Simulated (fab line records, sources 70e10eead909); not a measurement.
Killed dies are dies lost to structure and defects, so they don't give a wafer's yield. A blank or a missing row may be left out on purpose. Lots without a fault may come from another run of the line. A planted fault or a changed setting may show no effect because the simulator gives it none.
fab line records | flow nand_harc | part 2 of 2: steps 5 to 6 of 6
record lots=23 wafers=69 last_day=34
route steps=1302 shown P_GATE@156 P_CONTACT@246 P_M0@266
lots that met no fault: from a run of the same line without faults
start_h: hours from the record's first day to the start of the lot's first wafer shown | wait_h: hours since the lot's step before | " the same as in the row above | L1.1+2: a row that stands for several wafers | - no value, or no start given | * or withheld: withheld | < > ~ a bound
route shown NAME@n: a module of which the file shows steps, and the number in the route of the first | usual: mean/standard deviation of fault-free wafers | same: alike in all rows | chamber/n: place in a boat | sites: the reading at each site | _std_site: their standard deviation | _edge_site: outer sites' mean less inner sites' | radius_mm: how far each site lies from the wafer's centre | mask NAME#n: copy n | behind: the tool/chamber that last shaped the wafer | hold: why the lot was held/for how many hours/how that ended | device: the transistor (n, p or np) that didn't switch | end of line: the same wafers' tests at the end of the route | a step without rows: its recipe alone | killed: dies lost to structure and defects at the first sort, not the wafer's yield | map: a wafer's dies, x killed, . not, _ none there
set.NAME: the setting as run; set.NAME@STEP: as run at that earlier step | model.NAME: the simulator's own value behind a step, which no gauge read
steps of the route over a sample of lots; a table a step, a row a wafer
services: from which hour (start_h, from the record's first day; less than 0 if before it) a tool's chamber was out of use, for how many hours, and why
## steps
# step NHARC_P_M0_DESCUM_14
# recipe time_s=3 o2_flow_sccm=200 ar_flow_sccm=0 bias_power_w=0 chemistry=O2
# usual drypump_motor_current_A=5.5/0.4 oes_product_au=0.999/0.011 rf_vpp_V=57.9/0.91 showerhead_plenum_p_Torr=1.94/0.096 throttle_valve_pct=11.310/0.01
# columns lot.wafer tool chamber start_h wait_h drypump_motor_current_A oes_product_au rf_hours_counter_h rf_vpp_V showerhead_plenum_p_Torr throttle_valve_pct
L074.2 rie_diel-02 1 118.82 0.1 5.0 0.992 11 59.2 2.00 11.337
L074.4 " 2 " " 5.3 1.001 13 58.7 1.79 11.323
L074.5 " 0 " " 5.7 0.986 - 57.9 2.01 11.309
L075.2 rie_diel-02 1 132.34 0.1 5.0 1.016 13 58.1 2.00 11.313
L075.3 " 2 " " 5.3 1.009 15 58.7 1.79 11.303
L075.5 " 0 " " 5.7 1.008 - 58.2 2.01 11.308
L076.1 rie_diel-02 3 143.44 0.1 6.1 1.008 13 58.4 2.01 11.318
L076.2 " 0 " " 5.7 1.004 15 57.6 2.00 11.299
L076.4 " 1 " " 5.0 1.006 14 57.6 2.00 11.310
L077.2 rie_diel-02 0 151.60 0.1 5.7 0.995 17 58.6 2.00 11.315
L077.4 " 1 " " 5.0 1.006 16 59.4 2.00 11.296
L077.6 " 0 " " 5.7 0.998 - 58.1 2.00 11.336
L078.2 rie_diel-02 3 165.42 0.1 6.1 0.984 16 57.8 2.01 11.319
L078.3 " 0 " " 5.7 1.001 18 58.8 2.00 11.303
L078.6 " 0 " " 5.7 0.997 - 58.1 2.00 11.307
L079.2 rie_diel-11 0 178.51 0.1 5.7 0.995 24 57.7 1.79 11.330
L079.4 " 1 " " 5.7 0.981 25 57.5 1.87 11.314
L079.6 " 3 " " 5.2 0.984 - 59.3 2.07 11.294
L080.3 rie_diel-02 0 182.91 0.2 5.7 0.996 24 57.0 2.00 11.305
L080.4 " 1 " " 5.0 1.000 22 57.5 1.99 11.291
L080.6 " 3 " " 6.1 0.987 - 57.9 2.01 11.307
L081.1 rie_diel-02 2 192.64 0.1 5.3 1.012 26 58.2 1.79 11.326
L081.6 " 1 " " 5.0 1.014 - 58.5 1.99 11.323
L081.5 " 2 " " 5.3 1.006 - 57.8 1.79 11.291
L082.2 rie_diel-04 2 208.17 0.1 5.3 0.980 6 56.2 1.79 11.316
L082.6 " 1 " " 5.0 1.001 - 57.8 2.00 11.320
L082.5 " 2 " " 5.3 0.979 - 56.6 1.79 11.296
L083.4 rie_diel-04 3 218.26 0.1 5.2 0.987 8 58.7 1.82 11.313
L083.1 " 0 " " 6.2 0.992 10 57.5 1.96 11.314
L083.6 " 2 " " 5.3 0.990 - 56.6 1.79 11.316
L085.3 rie_diel-02 2 232.23 0.1 5.3 0.999 1 58.5 1.79 11.295
L085.2 " 0 " " 5.7 0.992 1 57.6 2.00 11.313
L085.5 " 2 " " 5.3 1.002 - 56.8 1.79 11.305
L084.4 rie_diel-02 3 234.50 0.1 6.0 0.998 1 57.3 2.01 11.318
L084.6 " 3 " " 6.0 0.997 - 59.5 2.01 11.321
L084.5 " 0 " " 5.7 1.006 - 58.4 2.00 11.309
L086.3 rie_diel-02 3 243.36 0.1 6.1 0.993 2 57.3 2.01 11.295
L086.2 " 1 " " 5.0 1.002 3 57.9 1.99 11.298
L086.6 " 3 " " 6.1 0.988 - 58.3 2.01 11.326
L087.3 rie_diel-02 1 249.87 0.1 5.0 1.002 6 56.6 1.99 11.320
L087.6 " 1 " " 5.0 1.017 - 58.4 1.99 11.313
L087.5 " 0 " " 5.7 0.993 - 56.7 2.00 11.309
L088.3 rie_diel-11 3 266.83 0.3 5.2 1.009 0 58.7 2.06 11.309
L088.4 " 0 " " 5.7 1.011 0 58.5 1.78 11.315
L088.6 " 3 " " 5.2 1.026 - 57.9 2.06 11.325
L090.1 rie_diel-11 3 284.37 0.1 5.2 1.015 5 57.7 2.06 11.305
L090.2 " 0 " " 5.7 1.015 5 57.1 1.78 11.314
L090.6 " 0 " " 5.7 1.019 - 57.5 1.78 11.312
L091.3 rie_diel-04 2 295.75 0.1 5.3 0.998 35 57.8 1.78 11.313
L091.2 " 1 " " 5.0 0.998 34 58.5 1.99 11.300
L091.6 " 2 " " 5.3 0.998 - 56.9 1.78 11.315
L092.1 rie_diel-02 3 300.64 0.1 6.0 0.991 19 58.3 2.00 11.306
L092.2 " 0 " " 5.7 0.996 20 58.7 1.99 11.335
L092.6 " 0 " " 5.7 1.003 - 58.2 1.99 11.318
L093.2 rie_diel-02 0 311.42 0.1 5.7 0.988 23 57.2 1.99 11.306
L093.4 " 1 " " 5.0 1.008 23 56.5 1.99 11.306
L093.3 " 2 " " 5.3 1.003 3 55.6 1.79 11.324
L095.1 rie_diel-02 1 329.71 0.1 5.0 1.016 26 58.0 1.98 11.340
L095.2 " 3 " " 6.1 0.982 25 58.6 2.00 11.307
L095.5 " 0 " " 5.7 0.993 - 58.9 1.99 11.303
L094.2 rie_diel-02 1 333.76 0.1 5.0 1.014 26 57.5 1.98 11.313
L094.1 " 2 " " 5.3 0.995 5 57.2 1.79 11.324
L094.5 " 1 " " 5.0 1.012 - 58.9 1.98 11.312
L096.3 rie_diel-02 2 344.64 0.1 5.3 0.994 6 55.2 1.78 11.300
L096.1 " 3 " " 6.1 0.987 26 58.7 2.00 11.318
L096.4 " 1 " " 5.0 1.020 27 58.1 1.98 11.312
L097.2 rie_diel-02 2 360.58 0.1 5.3 1.009 9 57.1 1.78 11.315
L097.6 " 1 " " 5.0 1.013 - 58.1 1.98 11.318
L097.5 " 2 " " 5.3 0.994 - 58.0 1.78 11.308
# step NHARC_P_M0_ETCH_34
# recipe target_depth_a=400 overetch_a=120 time_s=43.94 ion_energy_ev=200 n2_flow_sccm=150 h2_flow_sccm=150 ar_flow_sccm=0 rf_w=400 bias_w=150 chemistry=N2/H2
# usual bias_w=149.9/0.43 drypump_motor_current_A=5.5/0.41 oes_product_au=1.000/0.011 rf_vpp_V=431.4/2.9 showerhead_plenum_p_Torr=2.07/0.1 throttle_valve_pct=14.171/0.0091
# columns lot.wafer tool chamber start_h wait_h bias_w drypump_motor_current_A oes_product_au rf_hours_counter_h rf_vpp_V showerhead_plenum_p_Torr throttle_valve_pct
L074.2 rie_diel-02 3 118.90 0.1 149.8 6.1 0.999 8 433.5 2.15 14.170
L074.4 " 2 " " 149.6 5.3 1.002 13 425.1 1.91 14.167
L074.5 " 3 " " 149.5 6.1 0.995 - 432.1 2.15 14.157
L075.2 rie_diel-02 2 132.42 0.1 150.0 5.3 1.011 15 427.0 1.91 14.171
L075.3 " 0 " " 149.1 5.7 0.997 14 432.7 2.14 14.162
L075.5 " 2 " " 150.5 5.3 0.999 - 427.3 1.91 14.167
L076.2 rie_diel-02 0 143.51 0.1 149.4 5.7 0.998 15 434.3 2.14 14.180
L076.4 " 2 " " 149.6 5.3 1.011 17 427.6 1.91 14.179
L076.1 " 3 " " 150.0 6.0 1.001 13 432.2 2.15 14.170
L077.2 rie_diel-02 3 151.69 0.1 149.6 6.1 0.989 14 433.6 2.15 14.172
L077.4 " 0 " " 149.3 5.7 1.002 17 434.7 2.14 14.183
L077.6 " 3 " " 149.5 6.1 0.995 - 433.3 2.15 14.173
L078.3 rie_diel-02 0 165.52 0.1 150.3 5.7 1.004 18 433.3 2.14 14.186
L078.2 " 1 " " 149.5 5.0 1.004 17 432.1 2.13 14.175
L078.6 " 3 " " 149.3 6.1 1.003 - 432.7 2.15 14.163
L079.2 rie_diel-11 1 178.58 0.1 149.9 5.7 0.987 25 429.1 1.99 14.151
L079.4 " 3 " " 150.1 5.2 0.999 21 436.1 2.21 14.174
L079.6 " 1 " " 150.2 5.7 1.002 - 429.6 1.99 14.165
L080.3 rie_diel-02 1 182.99 0.1 149.5 5.0 1.009 22 434.1 2.13 14.165
L080.4 " 2 " " 149.7 5.3 1.002 25 426.7 1.90 14.170
L080.6 " 2 " " 150.2 5.3 1.014 - 426.6 1.90 14.171
L081.1 rie_diel-02 0 192.74 0.1 149.6 5.7 1.002 25 433.4 2.14 14.168
L081.6 " 1 " " 149.8 5.0 1.007 - 433.4 2.13 14.167
L081.5 " 2 " " 149.4 5.3 1.022 - 427.1 1.90 14.157
L082.2 rie_diel-04 3 208.26 0.1 149.2 5.2 0.988 6 428.4 1.94 14.164
L082.5 " 0 " " 150.8 6.3 0.983 - 430.4 2.09 14.166
L082.6 " 1 " " 150.4 5.0 0.990 - 434.0 2.13 14.162
L083.4 rie_diel-04 3 218.39 0.1 150.0 5.2 1.002 8 427.8 1.94 14.184
L083.1 " 2 " " 149.8 5.3 0.983 8 427.7 1.90 14.174
L083.6 " 3 " " 149.9 5.2 0.988 - 427.9 1.94 14.176
L085.3 rie_diel-02 2 232.31 0.1 149.8 5.3 0.999 1 428.3 1.90 14.173
L085.2 " 1 " " 149.8 5.0 1.017 1 433.7 2.13 14.177
L085.5 " 3 " " 149.9 6.1 0.985 - 432.2 2.14 14.180
L084.4 rie_diel-02 2 234.61 0.1 150.4 5.3 1.003 1 425.6 1.90 14.170
L084.5 " 3 " " 149.9 6.1 0.991 - 432.6 2.14 14.171
L084.6 " 0 " " 150.1 5.7 0.999 - 434.3 2.13 14.152
L086.2 rie_diel-02 0 243.47 0.1 149.4 5.7 0.996 3 433.6 2.13 14.171
L086.3 " 1 " " 149.9 5.0 1.016 3 431.8 2.13 14.174
L086.6 " 3 " " 149.8 6.1 0.987 - 434.1 2.14 14.167
L087.3 rie_diel-02 3 250.47 0.6 149.8 6.1 0.991 5 434.3 2.14 14.178
L087.6 " 1 " " 149.4 5.0 1.016 - 434.0 2.12 14.179
L087.5 " 3 " " 150.3 6.1 0.996 - 432.4 2.14 14.171
L088.3 rie_diel-11 1 266.91 0.1 150.1 5.7 0.987 0 428.2 1.98 14.160
L088.4 " 2 " " 150.0 5.8 0.992 0 432.5 2.18 14.178
L088.6 " 1 " " 150.5 5.7 0.985 - 428.4 1.98 14.171
L090.2 rie_diel-11 1 284.47 0.1 149.9 5.7 0.983 4 428.9 1.98 14.155
L090.1 " 3 " " 149.9 5.2 1.005 5 436.0 2.20 14.174
L090.6 " 3 " " 149.8 5.2 1.004 - 435.5 2.20 14.167
L091.3 rie_diel-04 1 295.89 0.1 150.0 5.0 1.004 34 430.8 2.12 14.182
L091.2 " 2 " " 149.9 5.3 1.011 35 425.7 1.90 14.171
L091.6 " 1 " " 150.1 5.0 1.000 - 431.4 2.12 14.174
L092.1 rie_diel-02 3 300.73 0.1 149.6 6.0 1.005 19 433.4 2.14 14.171
L092.2 " 0 " " 149.9 5.7 0.993 20 434.1 2.13 14.168
L092.6 " 3 " " 150.6 6.0 0.993 - 434.3 2.14 14.177
L093.4 rie_diel-02 0 311.51 0.1 150.2 5.7 0.994 23 432.4 2.13 14.176
L093.2 " 2 " " 149.8 5.3 1.017 3 427.0 1.90 14.167
L093.3 " 3 " " 148.7 6.1 0.989 23 434.7 2.13 14.171
L095.2 rie_diel-02 1 330.09 0.4 149.9 5.0 1.034 26 432.7 2.12 14.157
L095.1 " 2 " " 149.8 5.3 1.004 5 426.3 1.90 14.182
L095.5 " 3 " " 150.0 6.1 0.982 - 432.7 2.13 14.154
L094.1 rie_diel-02 0 333.84 0.1 150.1 5.7 1.004 27 432.2 2.13 14.160
L094.2 " 3 " " 150.3 6.1 0.980 25 432.4 2.13 14.188
L094.5 " 1 " " 150.3 5.0 1.030 - 432.0 2.12 14.165
L096.1 rie_diel-02 3 344.73 0.1 149.9 6.1 0.993 26 433.3 2.13 14.180
L096.3 " 0 " " 149.5 5.7 0.985 28 431.9 2.12 14.182
L096.4 " 1 " " 150.3 5.0 1.020 27 432.6 2.12 14.165
L097.2 rie_diel-02 0 360.78 0.2 149.6 5.7 0.989 32 434.2 2.12 14.169
L097.6 " 0 " " 150.1 5.7 0.992 - 433.7 2.12 14.150
L097.5 " 1 " " 150.7 5.0 1.002 - 433.1 2.12 14.181
## services
# columns tool chamber start_h hours kind
rie_diel-03 3 81.90 1.7 repair
plasma_asher-02 - 83.61 0.8 repair
rie_diel-01 0 89.40 4.2 repair
rie_diel-02 3 102.24 3.7 repair
pvd_sputter-02 - 104.03 10.0 pm
rie_diel-01 3 124.37 6.5 repair
rie_diel-01 0 131.77 10.1 repair
plasma_asher-02 - 134.63 2.4 repair
rie_diel-01 - 138.17 1.8 repair
rie_diel-08 1 178.56 8.2 repair
rie_diel-01 - 183.56 0.4 repair
rie_diel-08 - 190.80 9.0 pm
rie_diel-01 - 203.81 9.0 pm
rie_diel-02 - 216.92 9.0 pm
plasma_asher-02 - 230.52 4.0 repair
rie_diel-02 2 238.83 70.3 repair
rie_diel-08 - 244.33 0.6 repair
rie_diel-08 2 248.18 3.2 repair
plasma_asher-02 - 249.00 9.0 pm
rie_diel-08 3 266.12 7.6 repair
pvd_sputter-02 - 282.03 10.0 pm
rie_diel-08 0 295.68 2.3 repair
rie_diel-08 - 295.75 0.6 repair
plasma_asher-02 - 357.30 3.5 repair
